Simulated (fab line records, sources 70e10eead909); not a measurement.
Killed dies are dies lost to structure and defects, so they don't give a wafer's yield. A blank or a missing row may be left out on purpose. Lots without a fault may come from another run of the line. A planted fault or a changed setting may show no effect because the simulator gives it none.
Which tool did it? | flow nand_harc | 24 lots, 72 wafers sampled, at 3 steps of a route of 1159

WHAT THE GAUGES READ, wafer by wafer
NHARC_A_M1_INSPECT_27.
lot  | measured     | on                | raw_defect_count
L074 | day 18 15:13 | defect_inspect-02 | 336 290 324
L077 | day 18 15:36 | defect_inspect-02 | 389 874 547
L075 | day 18 15:41 | defect_inspect-01 | 389 370 575
L076 | day 18 20:58 | defect_inspect-01 | 474 466 455
L078 | day 18 21:16 | defect_inspect-02 | 327 378 294
L079 | day 19 10:44 | defect_inspect-02 | 548 392 421
L081 | day 19 12:28 | defect_inspect-02 | 427 467 318
L082 | day 19 16:28 | defect_inspect-01 | 501 411 310
L080 | day 19 16:49 | defect_inspect-01 | 267 341 385
L084 | day 20 03:55 | defect_inspect-02 | 340 518 351
L083 | day 20 06:35 | defect_inspect-02 | 349 294 317
L086 | day 20 18:50 | defect_inspect-01 | 416 610 649
L085 | day 21 00:43 | defect_inspect-02 | 355 305 286
L088 | day 21 01:16 | defect_inspect-01 | 347 468 657
L087 | day 21 10:54 | defect_inspect-02 | 421 333 643
L089 | day 21 19:45 | defect_inspect-01 | 406 279 282
L094 | day 22 00:49 | defect_inspect-02 | 327 393 299
L090 | day 22 03:52 | defect_inspect-01 | 488 568 604
L095 | day 22 04:26 | defect_inspect-02 | 339 384 435
L092 | day 22 12:03 | defect_inspect-01 | 416 396 443
L091 | day 22 18:59 | defect_inspect-01 | 375 754 773
L093 | day 22 23:32 | defect_inspect-02 | 285 385 327
L096 | day 23 00:22 | defect_inspect-02 | 248 433 461
L097 | day 24 11:01 | defect_inspect-02 | 480 439 498

WHICH TOOL RAN EACH LOT (tool, then ch and the chambers of the sampled wafers, then the start)
lot  | NHARC_A_M0_STRIP_18                | NHARC_A_M1_CMP_23
L074 | rie_diel-10 ch 0,2,3, day 18 08:56 | cmp-01 ch 0,2,3, day 18 14:45
L077 | rie_diel-08 ch 0,2,3, day 18 09:07 | cmp-03 ch 0,1,3, day 18 15:10
L075 | rie_diel-10 ch 0,1,3, day 18 09:26 | cmp-01 ch 0,3, day 18 15:14
L076 | rie_diel-08 ch 0,2,3, day 18 14:38 | cmp-04 ch 0,1,2, day 18 20:29
L078 | rie_diel-08 ch 0,1,2, day 18 15:04 | cmp-03 ch 1,2,3, day 18 20:48
L079 | rie_diel-08 ch 0,1,3, day 19 04:29 | cmp-04 ch 1,2, day 19 10:16
L081 | rie_diel-10 ch 0,2, day 19 06:05   | cmp-01 ch 0,1,2, day 19 12:01
L082 | rie_diel-10 ch 1,3, day 19 10:01   | cmp-01 ch 0,3, day 19 16:00
L080 | rie_diel-10 ch 1,2,3, day 19 10:27 | cmp-01 ch 0,2, day 19 16:22
L084 | rie_diel-06 ch 0,2,3, day 19 21:28 | cmp-04 ch 0,2,3, day 20 03:26
L083 | rie_diel-08 ch 0,1,2, day 19 23:58 | cmp-01 ch 1,2, day 20 06:07
L086 | rie_diel-10 ch 1,2,3, day 20 12:29 | cmp-03 ch 0,1,2, day 20 18:25
L085 | rie_diel-06 ch 0,3, day 20 18:32   | cmp-04 ch 0,2,3, day 21 00:16
L088 | rie_diel-08 ch 1,2,3, day 20 18:56 | cmp-01 ch 0,2,3, day 21 00:47
L087 | rie_diel-06 ch 0,1,3, day 21 04:01 | cmp-01 ch 1,2,3, day 21 10:25
L089 | rie_diel-10 ch 0,2,3, day 21 13:14 | cmp-03 ch 0,1,3, day 21 19:17
L094 | rie_diel-06 ch 0,1,3, day 21 18:23 | cmp-04 ch 1,2,3, day 22 00:23
L090 | rie_diel-10 ch 1,3, day 21 21:35   | cmp-01 ch 2,3, day 22 03:23
L095 | rie_diel-08 ch 0,3, day 21 22:10   | cmp-03 ch 1,3, day 22 03:58
L092 | rie_diel-10 ch 0,3, day 22 05:48   | cmp-04 ch 0,3, day 22 11:35
L091 | rie_diel-06 ch 1,2, day 22 12:40   | cmp-01 ch 0,1,2, day 22 18:32
L093 | rie_diel-10 ch 1,2,3, day 22 17:14 | cmp-01 ch 0,1,3, day 22 23:04
L096 | rie_diel-10 ch 0,1,3, day 22 17:49 | cmp-04 ch 0,1,2, day 22 23:53
L097 | rie_diel-10 ch 1,2, day 24 04:43   | cmp-01 ch 0,1,2, day 24 10:34
- NHARC_A_M0_STRIP_18: strips in N2/H2.
- NHARC_A_M1_CMP_23: polishes, t overpolish 20 s, target thk 154.34 nm.

WHAT THE TOOLS THEMSELVES READ (means of the sampled wafers that have a number; where no wafer has one, the mark that the record gives instead)
NHARC_A_M0_STRIP_18.
lot  | tool        | drypump_motor_current_A (A) | n2_flow_sccm (sccm) | oes_product_au (a.u.) | power_w (W) | rf_vpp_V (V) | showerhead_plenum_p_Torr (Torr) | throttle_valve_pct (%)
L074 | rie_diel-10 | 5.8                         | 150.0               | 0.988                 | 1000        | 91.4         | 1.99                            | 14.172
L077 | rie_diel-08 | 5.7                         | 150.1               | 0.993                 | 1003        | 90.0         | 2.00                            | 14.178
L075 | rie_diel-10 | 5.9                         | 150.1               | 0.998                 | 1004        | 90.1         | 2.01                            | 14.176
L076 | rie_diel-08 | 5.7                         | 149.8               | 1.006                 | 1000        | 91.0         | 2.00                            | 14.171
L078 | rie_diel-08 | 5.9                         | 150.2               | 1.004                 | 996         | 89.8         | 2.06                            | 14.175
L079 | rie_diel-08 | 5.5                         | 150.3               | 1.005                 | 1000        | 90.6         | 2.06                            | 14.159
L081 | rie_diel-10 | 5.3                         | 149.8               | 0.987                 | 1000        | 90.4         | 2.01                            | 14.168
L082 | rie_diel-10 | 6.3                         | 149.6               | 0.989                 | 997         | 90.7         | 2.00                            | 14.174
L080 | rie_diel-10 | 5.7                         | 149.7               | 0.989                 | 1001        | 90.8         | 2.01                            | 14.160
L084 | rie_diel-06 | 6.3                         | 149.9               | 1.000                 | 997         | 90.7         | 2.01                            | 14.176
L083 | rie_diel-08 | 5.8                         | 149.9               | 1.003                 | 999         | 90.8         | 2.06                            | 14.176
L086 | rie_diel-10 | 5.7                         | 149.6               | 0.998                 | 997         | 90.0         | 2.01                            | 14.170
L085 | rie_diel-06 | 6.6                         | 150.1               | 1.004                 | 999         | 91.1         | 2.01                            | 14.164
L088 | rie_diel-08 | 5.7                         | 150.6               | 0.995                 | 999         | 91.2         | 2.06                            | 14.188
L087 | rie_diel-06 | 6.0                         | 149.8               | 1.011                 | 1000        | 89.8         | 2.04                            | 14.172
L089 | rie_diel-10 | 5.9                         | 149.6               | 0.987                 | 1001        | 90.4         | 1.99                            | 14.170
L094 | rie_diel-06 | 6.0                         | 149.9               | 1.002                 | 1000        | 91.0         | 2.04                            | 14.183
L090 | rie_diel-10 | 5.8                         | 150.1               | 0.997                 | 1000        | 90.8         | 2.03                            | 14.167
L095 | rie_diel-08 | 5.5                         | 150.2               | 1.002                 | 1003        | 91.3         | 1.99                            | 14.167
L092 | rie_diel-10 | 6.4                         | 150.1               | 0.988                 | 1000        | 91.5         | 1.98                            | 14.184
L091 | rie_diel-06 | 5.4                         | 149.9               | 1.011                 | 1001        | 90.1         | 2.00                            | 14.174
L093 | rie_diel-10 | 5.7                         | 150.2               | 0.996                 | 1003        | 90.2         | 2.01                            | 14.174
L096 | rie_diel-10 | 5.9                         | 150.1               | 0.996                 | 998         | 89.9         | 2.01                            | 14.167
L097 | rie_diel-10 | 5.2                         | 149.7               | 0.990                 | 999         | 91.1         | 2.05                            | 14.175

NHARC_A_M1_CMP_23.
lot  | tool   | motor_current_A (A) | time_to_endpoint_s (s)
L074 | cmp-01 | 12.0                | 26.4
L077 | cmp-03 | 12.6                | 31.3
L075 | cmp-01 | 12.1                | 26.5
L076 | cmp-04 | 12.1                | 30.9
L078 | cmp-03 | 12.0                | 32.8
L079 | cmp-04 | 13.6                | 28.8
L081 | cmp-01 | 11.5                | 26.4
L082 | cmp-01 | 11.9                | 29.3
L080 | cmp-01 | 11.3                | 31.3
L084 | cmp-04 | 13.1                | 28.5
L083 | cmp-01 | 12.1                | 30.7
L086 | cmp-03 | 11.8                | 27.1
L085 | cmp-04 | 13.2                | 28.9
L088 | cmp-01 | 12.1                | 27.1
L087 | cmp-01 | 12.4                | 24.8
L089 | cmp-03 | 13.2                | 27.9
L094 | cmp-04 | 13.8                | 26.9
L090 | cmp-01 | 12.1                | 30.6
L095 | cmp-03 | 12.5                | 30.6
L092 | cmp-04 | 13.4                | 29.2
L091 | cmp-01 | 11.6                | 29.7
L093 | cmp-01 | 12.5                | 27.7
L096 | cmp-04 | 12.6                | 26.5
L097 | cmp-01 | 11.2                | 30.5

THE ANSWER, worked out from the rows above alone
Rule: what is usual is taken from the lots themselves. Put in order of their means at a reading, lots are off if they are a third of the lots or fewer, leave a main group of 4 or more, and stand apart from it by a gap of 3 or more times the standard deviation of the main group's means; of several such gaps the widest counts. A main group whose means are all the same, to the digits that the tables above print for the reading, isn't used. A lot without any number at a reading at which 4 lots or more have one is off too. The other lots that the step has rows for count as sound. The gauges are gone through in route order, then the tools' own readings, and for those a lot's mean is taken as printed above. The first step at which some lot is off is used, and at that step the reading that is off furthest; a lot without a number counts as furthest.
No lot is off at any reading shown: from this, nothing can be told.

WHAT THE SIMULATOR HAD PUT IN
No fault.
